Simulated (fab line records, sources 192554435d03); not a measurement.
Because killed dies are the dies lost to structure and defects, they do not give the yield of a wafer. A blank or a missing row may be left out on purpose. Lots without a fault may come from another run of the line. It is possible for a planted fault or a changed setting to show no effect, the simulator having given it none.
fab line records	flow n5-finfet
record: lots: 7	wafers: 39
route steps=1938 shown BEOL_M6@1239 BEOL_M7@1302 MIM_BOT@1833 PASSIVATION@1930
start-h: hours from the record's first day to the start of the lot's first wafer shown	wait-h: time in hours since the lot's previous step	" unchanged from the row above	L1.1+2: a row that stands for several wafers	- value missing, or start not given	* or withheld: withheld	< > ~ a bound
route shown NAME@n: NAME is a module with steps in the file, n the number in the route of the first one	usual: mean/standard deviation taken from wafers without a fault	same: alike in all rows	chamber/n: place in a boat	sites: the reading at each site	_std_site: standard deviation across them	_edge_site: mean of outer sites minus mean of inner sites	radius-mm: how far each site lies from the wafer's centre	mask NAME#n: copy n	behind: the last tool/chamber to shape the wafer	hold: cause of the lot's hold/its duration in hours/its outcome	device: names the non-switching transistor (n, p or np)	end of line: tests of these same wafers at the route's end	a step without rows: its recipe alone	killed: dies lost to structure and defects at the first sort, not the wafer's yield	map: a wafer's dies, x killed, . not, _ none there
set.NAME: the setting the step ran with; set.NAME@STEP: the setting that earlier step ran with	model.NAME: the simulator's own value behind a step, which no gauge read
lots where settings were altered on purpose, with a table for each step and a row for each wafer
== steps ==
step: N5_BEOL_M6_TRENCH_ETCH_37
recipe: chemistry: C4F6/O2	target-depth-a: 944.35	target: SiCOH_lowk	time-s: 31.5	ion-energy-ev: 250	pressure-mtorr: 30	source-w: 345	bias-w: 185	Ar_flow_sccm: 300	C4F6_flow_sccm: 10	O2_flow_sccm: 10
lot.wafer	tool	chamber	start-h	wait-h	set.time-s	model.etch.depth-nm	model.BEOL_M6.feature-depth-nm	model.TiN_of_BEOL_M6_HM_DEP_02.thk-nm
L074.1	rie-diel-05	2	-	-	31.5	93.67	93.6	17.6
L074.2	"	0	"	"	31.5	90.81	90.8	17.4
L074.3	"	1	"	"	31.5	90.42	90.4	17.4
L074.4	"	3	"	"	31.5	94.17	94.2	17.6
L074.5	"	2	"	"	31.5	94.16	94.2	17.6
L074.6	"	1	"	"	31.5	90.08	90	17.4
L078.1	rie-diel-02	2	-	-	39.96	120.5	120.4	16.4
L078.2	"	1	"	"	31.5	89.21	89.2	17.4
L078.3	"	3	"	"	39.96	121.2	121.2	16.4
L078.4	"	1	"	"	39.96	112.8	112.8	16.8
L078.5	"	3	"	"	31.5	95.92	96	17.2
L078.6	"	2	"	"	31.5	94.37	94.4	17.2
L083.2	rie-diel-04	0	-	-	31.5	91.97	92	18
L083.4	"	2	"	"	31.5	93.1	93	17.4
L083.6	"	3	"	"	31.5	90.27	90.2	18
L085.1	rie-diel-05	0	-	-	31.5	89.58	89.6	17.6
L085.2	"	1	"	"	15.13	46.59	46.6	18.8
L085.3	"	2	"	"	15.13	44.54	44.6	18.8
L085.4	"	3	"	"	31.5	92.42	92.4	17.4
L085.5	"	0	"	"	31.5	89.55	89.6	17.2
L085.6	"	3	"	"	15.13	44.17	44.2	19
L091.1	rie-diel-05	2	-	-	31.5	93.63	93.6	17
L091.2	"	1	"	"	31.5	98.16	98.2	17.2
L091.3	"	3	"	"	31.5	92.63	92.6	17.2
L091.4	"	2	"	"	31.5	94.06	94	17
L091.5	"	3	"	"	31.5	93.23	93.2	17.2
L091.6	"	1	"	"	31.5	97.7	97.8	16.8
L092.1	rie-diel-05	1	-	-	31.5	96.87	96.8	17.6
L092.2	"	3	"	"	31.5	92.12	92.2	17.2
L092.3	"	2	"	"	31.5	93.37	93.4	17.4
L092.4	"	3	"	"	49.34	143.6	143.6	16.2
L092.5	"	2	"	"	49.34	146.3	146.4	16
L092.6	"	1	"	"	49.34	152.6	152.6	15.8
L094.1	rie-diel-04	2	-	-	31.5	93.37	93.4	17.2
L094.2	"	1	"	"	38.53	111.2	111.2	16.6
L094.3	"	3	"	"	38.53	115.3	115.4	16.4
L094.4	"	0	"	"	31.5	92.38	92.4	17.2
L094.5	"	1	"	"	38.53	111.1	111	16.6
L094.6	"	0	"	"	31.5	92.05	92	17.2
step: N5_BEOL_M6_ETCH_41
recipe: chemistry: CH3F/O2	target: SiCN	target-depth-a: 297	taper-deg: 2	time-s: 52	ion-energy-ev: 120	mask-material: TiN	pressure-mtorr: 30	source-w: 395	bias-w: 75	Ar_flow_sccm: 150	CH3F_flow_sccm: 30	O2_flow_sccm: 20
step: N5_BEOL_M6_STRIP_80
recipe: chemistry: N2/H2	time-s: 10	power-w: 450	temp-c: 40	pressure-mtorr: 20	rf-frequency-hz: 6e+07	bias-power-w: 7	n2-flow-sccm: 200	h2-flow-sccm: 200
step: N5_BEOL_M6_OCD_MEAS_38
usual: trench-depth-nm: 93.5/2.3
lot.wafer	tool	chamber	start-h	wait-h	set.time-s@BEOL_M6_TRENCH_ETCH_37	trench-depth-nm
L074.1	ocd-01	-	222.15	-	31.5	93.5
L074.2	"	-	"	"	31.5	90.8
L074.3	"	-	"	"	31.5	90.9
L074.4	"	-	"	"	31.5	94.5
L074.5	"	-	"	"	31.5	94.4
L074.6	"	-	"	"	31.5	90.1
L078.1	ocd-02	-	226.24	-	39.96	120.5
L078.2	"	-	"	"	31.5	89.0
L078.3	"	-	"	"	39.96	121.1
L078.4	"	-	"	"	39.96	113.3
L078.5	"	-	"	"	31.5	95.8
L078.6	"	-	"	"	31.5	94.4
L083.2	ocd-02	-	270.26	-	31.5	92.2
L083.4	"	-	"	"	31.5	93.8
L083.6	"	-	"	"	31.5	89.9
L085.1	ocd-02	-	273.42	-	31.5	89.2
L085.2	"	-	"	"	15.13	47.0
L085.3	"	-	"	"	15.13	45.1
L085.4	"	-	"	"	31.5	92.4
L085.5	"	-	"	"	31.5	89.7
L085.6	"	-	"	"	15.13	43.7
L091.1	ocd-02	-	313.92	-	31.5	93.5
L091.2	"	-	"	"	31.5	98.0
L091.3	"	-	"	"	31.5	92.3
L091.4	"	-	"	"	31.5	94.4
L091.5	"	-	"	"	31.5	93.3
L091.6	"	-	"	"	31.5	97.5
L092.1	ocd-01	-	322.48	-	31.5	96.8
L092.2	"	-	"	"	31.5	92.2
L092.3	"	-	"	"	31.5	93.6
L092.4	"	-	"	"	49.34	143.1
L092.5	"	-	"	"	49.34	146.0
L092.6	"	-	"	"	49.34	153.0
L094.1	ocd-02	-	352.43	-	31.5	93.5
L094.2	"	-	"	"	38.53	110.9
L094.3	"	-	"	"	38.53	115.2
L094.4	"	-	"	"	31.5	92.2
L094.5	"	-	"	"	38.53	111.3
L094.6	"	-	"	"	31.5	91.8
step: N5_BEOL_M6_HM_STRIP_39
recipe: chemistry: peroxide-tin-strip	material: TiN	target-depth-a: 250	temp-c: 50	time-s: 158
step: N5_BEOL_M6_SRD_40
recipe: time-s: 30	temp-c: 23	rinse-liquid: diw	dry: ipa-marangoni
step: N5_BEOL_M6_ECD_50
recipe: material: Cu	target-thk-a: 3000
step: N5_BEOL_M6_ANNEAL_51
recipe: temp-c: 225	time-s: 90	ambient: N2
step: N5_BEOL_M6_CMP_52
recipe: stop-on: SiCOH_lowk	t-overpolish-s: 6.9	down-force-psi: 1	platen-rpm: 50	clearing-platen-down-force-psi: 1.5	clearing-platen-rpm: 50	post-cmp-clean: cu-alkaline	target-thk-nm: 80	clearing-platen-pad-velocity-m-s: 0.99484	pad-velocity-m-s: 0.99484
lot.wafer	tool	chamber	start-h	wait-h	set.time-s@BEOL_M6_TRENCH_ETCH_37	model.Cu_of_BEOL_M6_ECD_50.thk-nm
L074.3	cmp-02	1	224.69	0.2	31.5	76.2
L074.1	"	2	"	"	31.5	79.6
L074.4	"	3	"	"	31.5	79.8
L074.2+6	"	0,1	"	"	31.5	76.6
L074.5	"	2	"	"	31.5	79.4
L078.3	cmp-02	2	228.55	0.2	39.96	106.2
L078.4	"	3	"	"	39.96	97.8
L078.1	"	0	"	"	39.96	105.6
L078.2	"	1	"	"	31.5	75.4
L078.5	"	2	"	"	31.5	79.8
L078.6	"	3	"	"	31.5	78.6
L083.4	cmp-04	0	272.68	0.2	31.5	77
L083.2	"	1	"	"	31.5	77.4
L083.6	"	3	"	"	31.5	75.2
L085.3	cmp-02	3	275.84	0.2	15.13	27.4
L085.2	"	0	"	"	15.13	29.8
L085.1	"	1	"	"	31.5	73.8
L085.4	"	2	"	"	31.5	76.2
L085.5	"	3	"	"	31.5	73.2
L085.6	"	0	"	"	15.13	28.4
L091.2+6	cmp-03	3,0	318.39	0.2	31.5	83.8
L091.4	"	0	"	"	31.5	80
L091.3	"	1	"	"	31.5	78.4
L091.1	"	2	"	"	31.5	78.8
L091.5	"	3	"	"	31.5	79.4
L092.1	cmp-03	2	324.56	0.3	31.5	81.2
L092.2	"	3	"	"	31.5	77.6
L092.4	"	0	"	"	49.34	128.8
L092.3	"	1	"	"	31.5	77.2
L092.6	"	2	"	"	49.34	137.4
L092.5	"	3	"	"	49.34	132.2
L094.1	cmp-03	2	354.59	0.3	31.5	78
L094.4	"	3	"	"	31.5	78.2
L094.3	"	0	"	"	38.53	101.8
L094.2	"	1	"	"	38.53	96.6
L094.5	"	2	"	"	38.53	96.8
L094.6	"	3	"	"	31.5	77.8
step: N5_BEOL_M6_THK_MEAS_53
recipe: thk-meas-gauge: xrf	reads: Cu_of_BEOL_M6_ECD_50
usual: M6_THK: 79.0/2.6
lot.wafer	tool	chamber	start-h	wait-h	set.time-s@BEOL_M6_TRENCH_ETCH_37	M6_THK[nm]
L074.1	film-metro-01	-	224.98	-	31.5	79.6
L074.2	"	-	"	"	31.5	76.4
L074.3	"	-	"	"	31.5	76.1
L074.4	"	-	"	"	31.5	79.3
L074.5	"	-	"	"	31.5	79.2
L074.6	"	-	"	"	31.5	76.1
L078.1	film-metro-02	-	228.84	-	39.96	106.3
L078.2	"	-	"	"	31.5	76.2
L078.3	"	-	"	"	39.96	106.7
L078.4	"	-	"	"	39.96	98.4
L078.5	"	-	"	"	31.5	80.8
L078.6	"	-	"	"	31.5	78.9
L083.2	film-metro-01	-	272.90	-	31.5	77.9
L083.4	"	-	"	"	31.5	77.6
L083.6	"	-	"	"	31.5	75.5
L085.1	film-metro-02	-	276.13	-	31.5	74.5
L085.2	"	-	"	"	15.13	30.1
L085.3	"	-	"	"	15.13	27.7
L085.4	"	-	"	"	31.5	76.8
L085.5	"	-	"	"	31.5	73.5
L085.6	"	-	"	"	15.13	28.6
L091.1	film-metro-01	-	318.68	-	31.5	79.3
L091.2	"	-	"	"	31.5	84.1
L091.3	"	-	"	"	31.5	78.5
L091.4	"	-	"	"	31.5	80.9
L091.5	"	-	"	"	31.5	79.9
L091.6	"	-	"	"	31.5	84.3
L092.1	film-metro-02	-	324.85	-	31.5	80.7
L092.2	"	-	"	"	31.5	77.7
L092.3	"	-	"	"	31.5	77.6
L092.4	"	-	"	"	49.34	128.9
L092.5	"	-	"	"	49.34	132.2
L092.6	"	-	"	"	49.34	137.6
L094.1	film-metro-02	-	354.89	-	31.5	78.1
L094.2	"	-	"	"	38.53	97.1
L094.3	"	-	"	"	38.53	102.8
L094.4	"	-	"	"	31.5	78.5
L094.5	"	-	"	"	38.53	97.0
L094.6	"	-	"	"	31.5	78.0
step: N5_BEOL_M6_PRE_CLEAN_55
recipe: gas: NH3	time-s: 15	temp-c: withheld	rf-power-w: 300
step: N5_BEOL_M6_DEP_56
recipe: material: SiCN	target-thk-a: 100	temp-c: withheld	precursor: 3MS/NH3	pressure-torr: 3	rf-w: 202	time-s: 17.5
step: N5_BEOL_M6_RS_MEAS_57
recipe: thk-meas-gauge: four-point-probe	reads: Cu_of_BEOL_M6_ECD_50+Co_of_BEOL_M6_CVD_78+TaN_of_BEOL_M6_ALD_77
usual: M6_RS: 0.292/0.011
lot.wafer	tool	chamber	start-h	wait-h	set.time-s@BEOL_M6_TRENCH_ETCH_37	M6_RS[ohm/sq]
L074.1	film-metro-02	-	225.11	0.1	31.5	0.288
L074.2	"	-	"	"	31.5	0.301
L074.3	"	-	"	"	31.5	0.303
L074.4	"	-	"	"	31.5	0.287
L074.5	"	-	"	"	31.5	0.288
L074.6	"	-	"	"	31.5	0.301
L078.1	film-metro-02	-	229.10	0.1	39.96	0.208
L078.2	"	-	"	"	31.5	0.307
L078.3	"	-	"	"	39.96	0.207
L078.4	"	-	"	"	39.96	0.227
L078.5	"	-	"	"	31.5	0.288
L078.6	"	-	"	"	31.5	0.293
L083.2	film-metro-02	-	273.03	0.1	31.5	0.297
L083.4	"	-	"	"	31.5	0.299
L083.6	"	-	"	"	31.5	0.308
L085.1	film-metro-01	-	276.26	0.1	31.5	0.314
L085.2	"	-	"	"	15.13	0.986
L085.3	"	-	"	"	15.13	1.108
L085.4	"	-	"	"	31.5	0.303
L085.5	"	-	"	"	31.5	0.318
L085.6	"	-	"	"	15.13	1.053
L091.1	film-metro-01	-	318.82	0.1	31.5	0.291
L091.2	"	-	"	"	31.5	0.270
L091.3	"	-	"	"	31.5	0.292
L091.4	"	-	"	"	31.5	0.285
L091.5	"	-	"	"	31.5	0.288
L091.6	"	-	"	"	31.5	0.271
L092.1	film-metro-01	-	324.98	0.1	31.5	0.281
L092.2	"	-	"	"	31.5	0.296
L092.3	"	-	"	"	31.5	0.298
L092.4	"	-	"	"	49.34	0.166
L092.5	"	-	"	"	49.34	0.161
L092.6	"	-	"	"	49.34	0.155
L094.1	film-metro-02	-	355.02	0.1	31.5	0.295
L094.2	"	-	"	"	38.53	0.230
L094.3	"	-	"	"	38.53	0.217
L094.4	"	-	"	"	31.5	0.294
L094.5	"	-	"	"	38.53	0.229
L094.6	"	-	"	"	31.5	0.296
step: N5_BEOL_M7_ETCH_66
recipe: chemistry: N2/H2	target: SOC	target-depth-a: 800	overetch-a: 160	mask-material: SiARC	temp-c: 40	time-s: 120	ion-energy-ev: 200	pressure-mtorr: 30	source-w: 840	bias-w: 150	n2-flow-sccm: 200	h2-flow-sccm: 200
lot.wafer	tool	chamber	start-h	wait-h	set.target-depth-a	model.SiARC_of_BEOL_M7_COAT_64.thk-nm	model.BEOL_M7.cd-nm
L074.1	rie-diel-01	1	228.50	0.0	800	6.4	40.2
L074.2	"	0	"	"	1200	4.2	41.2
L074.3+6	"	2,0	"	"	800	6.6	40.2
L074.4	"	3	"	"	1200	4	41
L074.5	"	3	"	"	1200	4.2	41
L078.1	rie-diel-06	1	236.44	0.0	1117	4.4	41
L078.2+6	"	3	"	"	1117	4.8	40.6
L078.3+4	"	2,0	"	"	800	6.6	40.4
L078.5	"	2	"	"	800	6.6	40
L083.2	rie-diel-01	3	277.10	0.0	800	6.4	40
L083.4	"	0	"	"	800	6.6	39.8
L083.6	"	1	"	"	800	6.2	40
L085.1	rie-diel-01	3	279.82	0.0	800	6.4	39.8
L085.2+6	"	0	"	"	1138	4.4	40.8
L085.3	"	1	"	"	800	6.2	40
L085.4	"	2	"	"	800	6.6	39.8
L085.5	"	3	"	"	1138	4.4	40.6
L091.1	rie-diel-01	1	322.77	0.0	1045	4.8	40.4
L091.2	"	2	"	"	1045	5.2	40.4
L091.3	"	0	"	"	800	6.4	40.2
L091.4	"	3	"	"	800	6.4	40
L091.5	"	1	"	"	1045	4.8	40.6
L091.6	"	0	"	"	800	6.6	40
L092.1	rie-diel-03	0	329.86	0.0	1125	4.4	40.4
L092.2	"	1	"	"	1125	4.2	41
L092.3	"	3	"	"	800	6.2	40
L092.4+5	"	2,3	"	"	800	6.4	40.2
L092.6	"	2	"	"	1125	4.4	41
L094.1	rie-diel-06	1	358.14	0.0	800	6.2	40.2
L094.2	"	2	"	"	607.3	7.8	39.8
L094.3	"	3	"	"	800	6.6	40
L094.4	"	0	"	"	800	6.6	40.4
L094.5	"	1	"	"	607.3	7.4	39.8
L094.6	"	2	"	"	607.3	7.6	39.8
step: N5_BEOL_M7_STRIP_69
recipe: chemistry: N2/H2	temp-c: 40	n2-flow-sccm: 200	h2-flow-sccm: 200	rf-frequency-hz: 6e+07
step: N5_BEOL_M7_STRIP_73
recipe: chemistry: N2/H2	temp-c: 40	n2-flow-sccm: 200	h2-flow-sccm: 200	rf-frequency-hz: 6e+07
step: N5_BEOL_M7_VIA_ETCH_34
recipe: chemistry: C4F6/O2	target: SiCOH_lowk	target-depth-a: 1255	mask-material: SOC	taper-deg: 4	time-s: 50.5	ion-energy-ev: 250	pressure-mtorr: 30	source-w: 345	bias-w: 185	Ar_flow_sccm: 300	C4F6_flow_sccm: 10	O2_flow_sccm: 10
lot.wafer	tool	chamber	start-h	wait-h	set.target-depth-a@BEOL_M7_ETCH_66	model.BEOL_M7.cd-nm
L074.1	rie-diel-01	1	228.60	0.0	800	40.2
L074.2	"	0	"	"	1200	41.2
L074.3+6	"	2,0	"	"	800	40.4
L074.4	"	3	"	"	1200	40.8
L074.5	"	3	"	"	1200	41
L078.1	rie-diel-06	1	236.54	0.0	1117	41.2
L078.2+6	"	3	"	"	1117	40.6
L078.3	"	2	"	"	800	40.4
L078.4	"	0	"	"	800	40.6
L078.5	"	2	"	"	800	40.2
L083.2+6	rie-diel-01	3,1	277.20	0.0	800	40
L083.4	"	0	"	"	800	39.8
L085.1+3+4	rie-diel-01	3,1,2	279.92	0.0	800	39.8
L085.2+6	"	0	"	"	1138	40.8
L085.5	"	3	"	"	1138	40.6
L091.1	rie-diel-01	1	322.87	0.0	1045	40.4
L091.2+5	"	2,1	"	"	1045	40.6
L091.3	"	0	"	"	800	40.2
L091.4	"	3	"	"	800	39.8
L091.6	"	0	"	"	800	40
L092.1	rie-diel-03	0	329.96	0.0	1125	40.4
L092.2+6	"	1,2	"	"	1125	40.8
L092.3+4	"	3,2	"	"	800	40
L092.5	"	3	"	"	800	40.2
L094.1+4	rie-diel-06	1,0	358.24	0.0	800	40.4
L094.2+5	"	2,1	"	"	607.3	40
L094.3	"	3	"	"	800	40
L094.6	"	2	"	"	607.3	39.8
step: N5_MIM_BOT_SPUTTER_00
recipe: material: TiN	target-thk-a: 350	temp-c: 200	power-w: 3000	chamber-pressure-pa: 0.49996	gas: Ar	reactive-partial-pa: 0.37997	time-s: 89.7
lot.wafer	tool	chamber	start-h	wait-h	set.time-s	model.TiN_of_MIM_BOT_SPUTTER_00.thk-nm
L074.1	pvd-sputter-02	-	305.74	0.0	36.81	14.6
L074.2+4+6	"	-	"	"	89.7	34.8
L074.3+5	"	-	"	"	36.81	14.2
L078.1+2	pvd-sputter-02	-	310.36	0.0	89.7	35.2
L078.3+4+5+6	"	-	"	"	89.7	35
L083.2	pvd-sputter-02	-	363.88	0.0	89.7	35.4
L083.4	"	-	"	"	89.7	35.2
L083.6	"	-	"	"	89.7	34.8
L085.1+5	pvd-sputter-01	-	364.76	0.0	89.7	34.2
L085.2	"	-	"	"	123	47.8
L085.3	"	-	"	"	123	47.2
L085.4	"	-	"	"	123	47.4
L085.6	"	-	"	"	89.7	34.6
L091.1+5	pvd-sputter-02	-	396.90	0.0	89.7	35
L091.2	"	-	"	"	61.52	24.2
L091.3	"	-	"	"	61.52	24.4
L091.4	"	-	"	"	61.52	24.6
L091.6	"	-	"	"	89.7	35.2
L092.1+2+4	pvd-sputter-03	-	415.72	0.0	131.4	51
L092.3	"	-	"	"	89.7	34.8
L092.5+6	"	-	"	"	89.7	34.6
L094.1	pvd-sputter-01	-	424.93	0.0	89.7	34.2
L094.2+3+6	"	-	"	"	120.5	46.2
L094.4	"	-	"	"	89.7	34.6
L094.5	"	-	"	"	89.7	34
step: N5_PASSIVATION_ETCH_54
recipe: chemistry: CHF3/O2	target: SiO2	target-depth-a: 8800	CHF3_flow_sccm: 50	O2_flow_sccm: 5	Ar_flow_sccm: 200	time-s: 440	mask-material: PR	pressure-mtorr: 30	source-w: 650	bias-w: 170	ion-energy-ev: 200
lot.wafer	tool	chamber	start-h	wait-h	set.time-s	model.etch.depth-nm	model.PASSIVATION.feature-depth-nm
L074.1	rie-diel-04	1	314.40	0.1	440	867.2	867.2
L074.2	"	0	"	"	440	874.6	874.6
L074.3	"	3	"	"	217.1	437.7	437.8
L074.4	"	2	"	"	217.1	436	436
L074.5	"	3	"	"	217.1	442.1	442.2
L074.6	"	0	"	"	440	869.6	869.6
L078.1	rie-diel-02	2	320.01	0.1	440	900.5	900.6
L078.2	"	0	"	"	671.1	1343	1343
L078.3	"	3	"	"	440	917.4	917.4
L078.4	"	3	"	"	671.1	1402	1402
L078.5	"	2	"	"	671.1	1374	1374
L078.6	"	0	"	"	440	888.8	888.8
L083.2	rie-diel-02	1	372.91	0.1	440	867.7	867.6
L083.4	"	2	"	"	440	889.6	889.6
L083.6	"	3	"	"	440	893.5	893.4
L085.1	rie-diel-05	0	373.32	0.1	440	872.9	873
L085.2	"	3	"	"	267	523.7	523.8
L085.3	"	2	"	"	440	888.3	888.2
L085.4	"	1	"	"	267	545.2	545.2
L085.5	"	0	"	"	267	529.8	529.8
L085.6	"	3	"	"	440	860.2	860.2
L091.1	rie-diel-05	0	406.36	0.1	440	867.9	867.8
L091.2	"	2	"	"	440	893.3	893.2
L091.3	"	1	"	"	228.5	463.1	463
L091.4	"	3	"	"	228.5	448.1	448
L091.5	"	3	"	"	228.5	447.4	447.4
L091.6	"	2	"	"	440	890.8	890.8
L092.1	rie-diel-04	1	425.16	0.1	440	856.5	856.4
L092.2	"	3	"	"	356.4	712.6	712.6
L092.3	"	2	"	"	440	881.7	881.6
L092.4	"	0	"	"	440	864.1	864
L092.5	"	3	"	"	356.4	713.2	713.2
L092.6	"	2	"	"	356.4	717	717
L094.1	rie-diel-04	2	435.70	0.1	268.3	542.1	542
L094.2	"	3	"	"	268.3	532.7	532.8
L094.3	"	0	"	"	440	859.4	859.4
L094.4	"	1	"	"	440	849.8	849.8
L094.5	"	1	"	"	440	855.9	855.8
L094.6	"	0	"	"	268.3	520.4	520.4
== key ==
split: step: N5_BEOL_M6_TRENCH_ETCH_37	setting: time-s	stated: 31.5	by: wafer
response: step: N5_BEOL_M6_TRENCH_ETCH_37	reading: model.etch.depth-nm	change: +0.912	per: 1%	r: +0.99
response: step: N5_BEOL_M6_TRENCH_ETCH_37	reading: model.BEOL_M6.feature-depth-nm	change: +0.912	per: 1%	r: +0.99
response: step: N5_BEOL_M6_TRENCH_ETCH_37	reading: model.TiN_of_BEOL_M6_HM_DEP_02.thk-nm	change: -0.0267	per: 1%	r: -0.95
response: step: N5_BEOL_M6_OCD_MEAS_38	reading: trench-depth-nm	change: +0.909	per: 1%	r: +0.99
response: step: N5_BEOL_M6_CMP_52	reading: model.Cu_of_BEOL_M6_ECD_50.thk-nm	change: +0.924	per: 1%	r: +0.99
response: step: N5_BEOL_M6_THK_MEAS_53	reading: M6_THK	change: +0.927	per: 1%	r: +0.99
response: step: N5_BEOL_M6_RS_MEAS_57	reading: M6_RS	shape: bent	at-lowest: 1.049	at-stated: 0.295	at-highest: 0.161
split: step: N5_BEOL_M7_ETCH_66	setting: target-depth-a	stated: 800	by: wafer
response: step: N5_BEOL_M7_ETCH_66	reading: model.SiARC_of_BEOL_M7_COAT_64.thk-nm	change: -0.0484	per: 1%	r: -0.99
response: step: N5_BEOL_M7_ETCH_66	reading: model.BEOL_M7.cd-nm	change: +0.0163	per: 1%	r: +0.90
response: step: N5_BEOL_M7_VIA_ETCH_34	reading: model.BEOL_M7.cd-nm	change: +0.0152	per: 1%	r: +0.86
split: step: N5_MIM_BOT_SPUTTER_00	setting: time-s	stated: 89.7	by: wafer
response: step: N5_MIM_BOT_SPUTTER_00	reading: model.TiN_of_MIM_BOT_SPUTTER_00.thk-nm	change: +0.348	per: 1%	r: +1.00
split: step: N5_PASSIVATION_ETCH_54	setting: time-s	stated: 440	by: wafer
response: step: N5_PASSIVATION_ETCH_54	reading: model.etch.depth-nm	change: +8.7	per: 1%	r: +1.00
response: step: N5_PASSIVATION_ETCH_54	reading: model.PASSIVATION.feature-depth-nm	change: +8.7	per: 1%	r: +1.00
